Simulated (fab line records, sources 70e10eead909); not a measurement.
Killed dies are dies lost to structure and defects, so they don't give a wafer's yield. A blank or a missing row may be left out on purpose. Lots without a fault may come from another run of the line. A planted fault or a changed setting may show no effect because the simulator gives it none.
Chamber matching | flow nand_harc | NHARC_P_M1_ETCH_28 on rie_diel-09: 4 sister chambers
The step etches the open film in CF4/N2, target depth 30 nm, time 72.99 s. 8 wafers are shown with their chamber, then 8 later ones without.

WAFERS WITH THEIR CHAMBER
wafer  | chamber | showerhead_plenum_p_Torr (Torr) | drypump_motor_current_A (A)
L408.3 | 3       | 2.82                            | 6.1
L409.4 | 3       | 2.82                            | 6.1
L412.5 | 0       | 2.63                            | 5.5
L414.1 | 2       | 2.75                            | 6.1
L414.2 | 1       | 2.74                            | 5.8
L414.5 | 2       | 2.75                            | 6.1
L417.2 | 0       | 2.63                            | 5.4
L417.3 | 1       | 2.73                            | 5.8

WAFERS WITHOUT THEIR CHAMBER
wafer  | showerhead_plenum_p_Torr (Torr) | drypump_motor_current_A (A)
L417.4 | 2.82                            | 6.1
L418.1 | 2.75                            | 6.1
L418.2 | 2.82                            | 6.1
L418.6 | 2.82                            | 6.1
L429.2 | 2.73                            | 5.8
L429.6 | 2.82                            | 6.1
L430.3 | 2.75                            | 6.1
L430.6 | 2.82                            | 6.1

WHICH CHAMBER EACH WENT THROUGH
wafer  | from the rows above | in truth
L417.4 | 3                   | 3
L418.1 | 2                   | 2
L418.2 | 3                   | 3
L418.6 | 3                   | 3
L429.2 | 1                   | 1
L429.6 | 3                   | 3
L430.3 | 2                   | 2
L430.6 | 3                   | 3
Placed correctly: 8 of 8. Can't be placed from these rows: 0. Placed wrongly: 0.
How it was worked out, from the rows above alone: a wafer's distance from a chamber is the root of the sum, over the readings, of the square of ((its reading less the chamber's mean) divided by the reading's scatter). The wafer belongs to the nearest chamber; if the next one is less than 2 further off, it can't be placed. A chamber's mean is the mean of its shown wafers. The scatter: the root of (the sum of the squares of (reading less its chamber's mean) over the shown wafers, divided by (wafers less chambers)).
